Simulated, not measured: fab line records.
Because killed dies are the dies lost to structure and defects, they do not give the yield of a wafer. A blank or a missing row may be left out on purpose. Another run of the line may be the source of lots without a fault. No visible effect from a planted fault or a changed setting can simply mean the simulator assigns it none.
Matching of chambers :: flow n5-finfet :: N5_BEOL_M13_DEP_53 on pecvd-01: 3 sister chambers
The step deposits SiCN from 3MS/NH3, target thk 50 nm, time 17.8 s. 6 wafers are shown with their chamber, then 7 later ones without.

## EACH WAFER AND ITS CHAMBER
wafer: L076.4
chamber: 1
showerhead-plenum-p-Torr (Torr): 4.12
throttle-valve-pct (%): 17.3

wafer: L085.1
chamber: 2
showerhead-plenum-p-Torr (Torr): 4.10
throttle-valve-pct (%): 16.8

wafer: L085.4
chamber: 1
showerhead-plenum-p-Torr (Torr): 4.13
throttle-valve-pct (%): 17.7

wafer: L088.4
chamber: 2
showerhead-plenum-p-Torr (Torr): 4.10
throttle-valve-pct (%): 16.5

wafer: L087.1
chamber: 0
showerhead-plenum-p-Torr (Torr): 4.20
throttle-valve-pct (%): 17.9

wafer: L087.4
chamber: 0
showerhead-plenum-p-Torr (Torr): 4.20
throttle-valve-pct (%): 18.0

## WAFERS WITHOUT THEIR CHAMBER
wafer: L087.5
showerhead-plenum-p-Torr (Torr): 4.09
throttle-valve-pct (%): 16.6

wafer: L092.3
showerhead-plenum-p-Torr (Torr): 4.13
throttle-valve-pct (%): 17.8

wafer: L092.4
showerhead-plenum-p-Torr (Torr): 4.11
throttle-valve-pct (%): 17.5

wafer: L092.5
showerhead-plenum-p-Torr (Torr): 4.20
throttle-valve-pct (%): 18.0

wafer: L097.1
showerhead-plenum-p-Torr (Torr): 4.20
throttle-valve-pct (%): 17.8

wafer: L097.2
showerhead-plenum-p-Torr (Torr): 4.13
throttle-valve-pct (%): 17.4

wafer: L097.6
showerhead-plenum-p-Torr (Torr): 4.09
throttle-valve-pct (%): 16.5

## WHICH CHAMBER EACH WENT THROUGH
wafer: L087.5
from the rows above: 2
in truth: 2

wafer: L092.3
from the rows above: 1
in truth: 1

wafer: L092.4
from the rows above: can't be placed: 1 or 2
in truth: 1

wafer: L092.5
from the rows above: 0
in truth: 0

wafer: L097.1
from the rows above: 0
in truth: 0

wafer: L097.2
from the rows above: 1
in truth: 1

wafer: L097.6
from the rows above: 2
in truth: 2
Correctly placed: 6 of 7. From these rows, 1 cannot be placed; in 1 the true chamber is one of the candidates. Wrongly placed: 0.
How it was worked out, from the rows above alone: a wafer's distance from a chamber is the root of the sum, over the readings, of the square of ((its reading less the chamber's mean) divided by the reading's scatter). The wafer belongs to the nearest chamber; if the next one is less than 2 further off, it can't be placed. The mean given for a chamber averages the wafers shown for that chamber. The scatter: take each reading less its chamber's mean, square it, sum over the shown wafers, divide by the number of wafers less the number of chambers, and take the root.
